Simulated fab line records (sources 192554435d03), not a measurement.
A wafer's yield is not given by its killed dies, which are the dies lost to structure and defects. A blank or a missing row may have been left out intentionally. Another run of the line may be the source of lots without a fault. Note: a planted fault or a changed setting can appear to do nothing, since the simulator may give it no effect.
fab line records	flow n5_finfet
[record] lots = 10	wafers = 30	last_day = 17
route steps=1938 shown HKMG_FIN@419 BEOL_M4@1111
lots with no fault: from the same line, run without faults
start_h: the number of hours between the record's first day and the start of the first shown wafer of the lot	wait_h: hours elapsed since this lot's preceding step	" repeats the value in the row above	L1.1+2: a row that stands for several wafers	- value missing, or start not given	* or withheld: withheld	< > ~ a bound
route shown NAME@n: a module of which the file shows steps, and the number in the route of the first	usual: the fault-free wafers' mean and standard deviation	same: alike in all rows	chamber/n: place in a boat	sites: the reading at each site	_std_site: standard deviation across them	_edge_site: mean of outer sites minus mean of inner sites	radius_mm: how far each site lies from the wafer's centre	mask NAME#n: copy n	behind: the last tool/chamber to shape the wafer	hold: the reason the lot was held/the length of the hold in hours/how it ended	device: which transistor (n, p or np) failed to switch	end of line: the route-end tests of the same wafers	for a step that has no rows: nothing shown but its recipe	killed: the dies lost at the first sort to structure and to defects; this is not the yield of the wafer	map: the dies of a wafer, with x for killed, . for not killed, _ for no die there
set.NAME: the run value of the setting; set.NAME@STEP: its run value at that earlier step	model.NAME: the simulator's own value behind a step, which no gauge read
the route's steps for a sample of lots (tables are steps, rows are wafers)
services: from which hour (start_h, from the record's first day; less than 0 if before it) a tool's chamber was out of use, for how many hours, and why
[[steps]]
[step N5_HKMG_FIN_ALD_36]
[recipe] material = TiN	target_thk_a = 10	temp_c = 400	ald_precursor_family = TiCl4	ald_co_reactant = NH3	pulse_time_s = 1	purge_time_s = 3	co_reactant_purge_time_s = 2	co_reactant_pulse_time_s = 2	ald_cycles = 47	pressure_torr = 3
[usual] heater_power_w = 947/94	precursor_pulse_height_rel = 1.002/0.019
lot.wafer	tool	chamber	start_h	wait_h	heater_power_w	precursor_pulse_height_rel
L605.1	ald_metal-04	0	77.71	0.0	774	1.011
L605.3	"	1	"	"	1040	0.969
L605.4	"	2	"	"	888	1.010
L606.2	ald_metal-04	1	80.34	0.0	1060	0.986
L606.5	"	3	"	"	989	0.965
L606.6	"	0	"	"	759	1.024
L607.1	ald_metal-01	1	85.25	0.0	952	0.981
L607.2	"	3	"	"	914	0.996
L607.4	"	0	"	"	879	0.992
L610.1	ald_metal-03	3	102.94	0.0	1110	0.997
L610.3	"	0	"	"	876	0.998
L610.4	"	1	"	"	905	0.963
L616.2	ald_metal-03	1	145.00	0.0	872	1.034
L616.3	"	3	"	"	1058	1.011
L616.4	"	2	"	"	1069	1.040
L617.1	ald_metal-04	3	148.68	0.0	971	1.011
L617.3	"	0	"	"	758	1.008
L617.5	"	3	"	"	971	0.985
L620.1	ald_metal-01	1	164.68	0.0	966	1.017
L620.4	"	2	"	"	927	0.987
L620.5	"	2	"	"	923	0.994
L625.2	ald_metal-03	1	193.63	0.0	879	1.000
L625.3	"	3	"	"	1056	0.991
L625.5	"	3	"	"	1084	0.975
L626.1	ald_metal-04	1	200.05	0.0	1028	1.013
L626.4	"	3	"	"	973	0.946
L626.6	"	1	"	"	1037	1.013
L627.2	ald_metal-04	2	208.36	0.0	886	1.014
L627.4	"	3	"	"	977	1.002
L627.5	"	1	"	"	1032	0.994
[step N5_HKMG_FIN_THK_MEAS_70]
[recipe] thk_meas_gauge = xrf	reads = HfO2_of_HKMG_FIN_HK_ALD_01
[usual] HK_THK = 1.582/0.017
lot.wafer	tool	chamber	start_h	wait_h	HK_THK[nm]
L605.1	film_metro-01	-	77.99	0.2	1.584
L605.3	"	-	"	"	1.578
L605.4	"	-	"	"	1.577
L606.2	film_metro-02	-	80.62	0.2	1.550
L606.5	"	-	"	"	1.587
L606.6	"	-	"	"	1.551
L607.1	film_metro-02	-	85.53	0.2	1.625
L607.2	"	-	"	"	1.572
L607.4	"	-	"	"	1.597
L610.1	film_metro-02	-	103.22	0.2	1.589
L610.3	"	-	"	"	1.588
L610.4	"	-	"	"	1.608
L616.2	film_metro-01	-	145.28	0.2	1.578
L616.3	"	-	"	"	1.610
L616.4	"	-	"	"	1.586
L617.1	film_metro-01	-	148.96	0.2	1.589
L617.3	"	-	"	"	1.564
L617.5	"	-	"	"	1.589
L620.1	film_metro-01	-	164.96	0.2	1.568
L620.4	"	-	"	"	1.590
L620.5	"	-	"	"	1.580
L625.2	film_metro-01	-	193.92	0.2	1.579
L625.3	"	-	"	"	1.569
L625.5	"	-	"	"	1.557
L626.1	film_metro-01	-	200.33	0.2	1.564
L626.4	"	-	"	"	1.555
L626.6	"	-	"	"	1.581
L627.2	film_metro-01	-	208.65	0.2	1.586
L627.4	"	-	"	"	1.588
L627.5	"	-	"	"	1.573
[step N5_HKMG_FIN_CD_MEAS_12]
[recipe] target_cd_nm = 92.8	landing_energy_ev = 500	detector = se_inlens
[usual] cd_nm = 93.0/0.62
lot.wafer	tool	chamber	start_h	wait_h	cd_nm
L605.1	cd_sem-03	0	78.87	-	92.1
L605.3	"	0	"	"	91.9
L605.4	"	0	"	"	92.8
L606.2	cd_sem-01	0	81.50	-	93.7
L606.5	"	0	"	"	94.1
L606.6	"	0	"	"	93.2
L607.1	cd_sem-03	0	86.40	-	93.4
L607.2	"	0	"	"	92.8
L607.4	"	0	"	"	93.3
L610.1	cd_sem-02	0	104.09	-	92.6
L610.3	"	0	"	"	93.7
L610.4	"	0	"	"	93.9
L616.2	cd_sem-02	0	146.15	-	93.4
L616.3	"	0	"	"	93.2
L616.4	"	0	"	"	92.5
L617.1	cd_sem-02	0	149.83	-	93.1
L617.3	"	0	"	"	92.6
L617.5	"	0	"	"	92.8
L620.1	cd_sem-02	0	165.83	-	92.3
L620.4	"	0	"	"	92.2
L620.5	"	0	"	"	93.2
L625.2	cd_sem-01	0	194.67	-	92.3
L625.3	"	0	"	"	92.0
L625.5	"	0	"	"	92.6
L626.1	cd_sem-03	0	201.20	-	93.1
L626.4	"	0	"	"	93.8
L626.6	"	0	"	"	93.7
L627.2	cd_sem-02	0	209.52	-	93.1
L627.4	"	0	"	"	93.5
L627.5	"	0	"	"	92.5
[step N5_HKMG_FIN_STRIP_90]
[recipe] chemistry = N2/H2	material = SOC	time_s = 20	power_w = 500	temp_c = 40	pressure_mtorr = 50	rf_frequency_hz = 6e+07	bias_power_w = 8	h2_frac = 0.5	n2_flow_sccm = 300	h2_flow_sccm = 300
[usual] bias_power_w = 7.999/0.022	drypump_motor_current_A = 5.8/0.45	oes_product_au = 0.78/0.065	power_w = 500.0/1.5	rf_vpp_V = 54.3/0.85	showerhead_plenum_p_Torr = 3.38/0.064	throttle_valve_pct = 18.94/0.29
lot.wafer	tool	chamber	start_h	wait_h	bias_power_w	drypump_motor_current_A	oes_product_au	power_w	rf_hours_counter_h	rf_vpp_V	showerhead_plenum_p_Torr	throttle_valve_pct
L605.1	rie_diel-02	3	81.76	0.0	7.983	5.2	0.73	500.8	159	54.0	3.34	18.60
L605.3	"	1	"	"	8.009	5.9	0.81	498.9	122	53.5	3.35	18.65
L605.4	"	2	"	"	8.024	6.6	0.77	500.8	139	54.5	3.50	19.40
L606.2	rie_diel-04	2	84.40	0.0	8.019	6.0	0.84	500.5	62	55.5	3.40	18.80
L606.5	"	2	"	"	8.011	6.0	0.83	503.4	-	56.3	3.40	18.79
L606.6	"	3	"	"	7.963	5.6	0.71	499.9	-	54.0	3.44	18.70
L607.1	rie_diel-04	1	88.95	0.0	8.007	5.6	0.88	500.9	50	54.9	3.42	19.08
L607.2	"	3	"	"	8.001	5.6	0.71	498.5	222	52.3	3.44	18.70
L607.4	"	0	"	"	7.985	5.3	0.75	498.7	172	54.1	3.35	18.77
L610.1	rie_diel-02	2	106.63	0.0	8.009	6.6	0.77	497.3	150	56.0	3.49	19.42
L610.3	"	3	"	"	7.991	5.2	0.72	497.6	171	54.4	3.34	18.65
L610.4	"	1	"	"	8.038	5.8	0.80	498.2	-	55.1	3.34	18.68
L616.2	rie_diel-04	2	148.88	0.0	8.006	6.0	0.79	499.1	85	53.9	3.39	18.83
L616.3	"	1	"	"	7.994	5.5	0.86	502.1	73	53.2	3.40	19.12
L616.4	"	3	"	"	8.002	5.6	0.69	500.3	243	53.2	3.42	18.73
L617.1	rie_diel-04	0	152.50	0.0	7.994	5.3	0.73	500.2	196	52.9	3.34	18.82
L617.3	"	2	"	"	8.008	6.0	0.80	501.6	87	54.6	3.39	18.84
L617.5	"	0	"	"	7.986	5.3	0.73	499.8	-	53.1	3.34	18.82
L620.1	rie_diel-04	3	168.39	0.0	8.035	5.6	0.69	498.3	248	53.4	3.42	18.76
L620.4	"	1	"	"	8.008	5.5	0.83	498.3	80	54.9	3.40	19.12
L620.5	"	3	"	"	8.030	5.6	0.69	500.6	-	54.1	3.42	18.74
L625.2	rie_diel-02	0	197.62	0.0	7.939	6.2	0.89	497.1	27	53.7	3.43	18.55
L625.3	"	2	"	"	8.009	6.6	0.75	501.2	177	53.6	3.48	19.46
L625.5	"	3	"	"	8.013	5.2	0.71	501.6	-	54.2	3.33	18.69
L626.1	rie_diel-02	1	203.74	0.0	7.992	5.8	0.57	289.8	159	54.5	3.33	18.71
L626.4	"	0	"	"	8.005	6.1	0.65	286.4	29	55.6	3.42	18.56
L626.6	"	0	"	"	7.953	6.1	0.66	287.5	-	54.3	3.42	18.56
L627.2	rie_diel-02	2	212.25	0.0	7.976	6.6	0.54	289.4	182	54.4	3.47	19.46
L627.4	"	0	"	"	8.010	6.2	0.65	287.2	32	54.2	3.42	18.58
L627.5	"	2	"	"	7.970	6.7	0.55	288.3	-	54.0	3.47	19.46
[step N5_BEOL_M4_RC_MEAS_101]
[usual] DIBL_N = 36.1/1.6	DIBL_P = 35.8/2.1	IOFF_N = 0.16/0.031	IOFF_P = 0.21/0.034	ION_N = 673/12	ION_P = 461/7.2	SS_N = 71.4/0.59	SS_P = 73.3/0.63	VT_N = 250/3.1	VT_P = -250/3.3
lot.wafer	tool	chamber	start_h	wait_h	DIBL_N[mV/V]	DIBL_P[mV/V]	IOFF_N[nA/um]	IOFF_P[nA/um]	ION_N[uA/um]	ION_P[uA/um]	SS_N[mV/dec]	SS_P[mV/dec]	VT_N[mV]	VT_P[mV]
L605.1	prober-02	0	175.25	0.0	36.1	36.1	0.17	0.21	676	463	71.7	73.4	248	-253
L605.3	"	0	"	"	36.0	35.6	0.16	0.21	670	457	71.8	73.3	249	-250
L605.4	"	0	"	"	36.9	36.0	0.17	0.21	689	465	71.4	74.3	247	-252
L606.2	prober-01	0	175.52	0.2	35.3	35.4	0.15	0.19	674	457	71.6	73.0	249	-251
L606.5	"	0	"	"	38.5	38.8	0.21	0.24	687	461	72.6	73.6	245	-249
L606.6	"	0	"	"	36.4	37.1	0.16	0.23	674	465	71.7	73.4	250	-247
L607.1	prober-02	0	186.04	0.0	34.3	33.2	0.11	0.15	661	454	71.0	72.4	254	-255
L607.2	"	0	"	"	35.6	35.8	0.13	0.19	663	458	70.2	73.4	251	-254
L607.4	"	0	"	"	35.1	33.9	0.12	0.16	661	460	71.0	72.8	254	-254
L610.1	prober-01	0	202.86	0.0	39.2	40.4	0.20	0.27	688	470	71.9	74.5	246	-246
L610.3	"	0	"	"	37.8	38.3	0.17	0.25	676	465	71.4	74.2	248	-245
L610.4	"	0	"	"	38.8	38.2	0.19	0.24	675	461	72.3	73.5	252	-248
L616.2	prober-01	0	246.21	0.2	34.2	34.8	0.14	0.20	666	463	70.9	72.3	250	-249
L616.3	"	0	"	"	34.6	36.0	0.15	0.21	688	478	71.3	72.5	248	-250
L616.4	"	0	"	"	36.7	36.9	0.18	0.21	687	471	71.7	73.6	247	-254
L617.1	prober-01	0	250.77	0.0	36.6	36.1	0.16	0.22	667	463	71.8	73.7	249	-248
L617.3	"	0	"	"	36.2	34.7	0.15	0.19	665	457	71.3	72.7	253	-249
L617.5	"	0	"	"	33.7	32.1	0.12	0.16	658	448	70.5	72.8	252	-251
L620.1	prober-01	0	259.67	0.0	35.4	35.8	0.15	0.21	672	465	71.2	73.1	249	-250
L620.4	"	0	"	"	33.9	34.5	0.13	0.18	656	454	70.8	72.5	254	-250
L620.5	"	0	"	"	32.9	33.4	0.11	0.17	646	457	70.6	72.7	253	-252
L625.2	prober-02	0	295.19	0.2	35.3	34.9	0.15	0.23	667	470	71.1	73.2	253	-247
L625.3	"	0	"	"	37.0	37.4	0.18	0.26	670	470	71.5	73.6	247	-247
L625.5	"	0	"	"	37.0	35.8	0.18	0.23	675	465	71.3	73.6	249	-247
L626.1	prober-01	0	300.74	0.0	36.8	35.8	0.18	0.22	676	465	71.4	73.6	247	-247
L626.4	"	0	"	"	38.2	38.7	0.21	0.29	685	469	72.2	74.5	244	-246
L626.6	"	0	"	"	37.3	36.1	0.17	0.23	675	462	71.9	73.7	249	-249
L627.2	prober-02	0	301.17	0.2	33.8	31.7	0.11	0.18	650	464	70.8	71.4	253	-249
L627.4	"	0	"	"	39.8	39.0	0.26	0.31	699	474	71.7	73.9	241	-241
L627.5	"	0	"	"	37.5	36.7	0.18	0.27	690	471	71.7	73.3	244	-244
[[services]]
tool	chamber	start_h	hours	kind
rie_diel-02	1	60.94	12.0	repair
rie_diel-02	0	91.12	-	clean
rie_diel-02	0	91.12	-	consumable_replace:focus_ring
rie_diel-02	0	91.12	16.2	scheduled_down
rie_diel-02	0	91.12	16.2	vent_cycle
ald_metal-04	-	113.79	0.5	repair
ald_metal-01	-	119.87	6.0	pm
ald_metal-03	-	143.59	0.7	repair
rie_diel-04	3	149.90	3.7	repair
rie_diel-02	2	165.11	1.6	repair
rie_diel-02	1	169.68	5.5	repair
rie_diel-04	3	174.05	-	clean
rie_diel-04	3	174.05	-	consumable_replace:focus_ring
rie_diel-04	3	174.05	32.0	scheduled_down
rie_diel-04	3	174.05	32.0	vent_cycle
rie_diel-02	-	176.27	14.6	pm
rie_diel-04	0	192.97	14.7	repair
[[key]]
[first_sign] step = N5_HKMG_FIN_STRIP_90	reading = power_w	direction = down	sigmas = 99+	usual = *	struck = *
[effect] step = N5_HKMG_FIN_STRIP_90	reading = oes_product_au	direction = down	sigmas = 2.7	usual = 0.78	struck = 0.60
met_at N5_HKMG_FIN_STRIP_90
struck_lots L626,L627
not_acting_at N5_HKMG_FIN_ALD_36,N5_HKMG_FIN_THK_MEAS_70,N5_HKMG_FIN_CD_MEAS_12
onset_between 197.62 203.74
[fault] kind = process_parameter_drift	tool = rie_diel-02	chamber = -	onset_h = 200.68	steps = N5_HKMG_FIN_STRIP_90	channel = power_w	offset = *	shape = step	end_h = 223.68	acts_in = *	stated = *
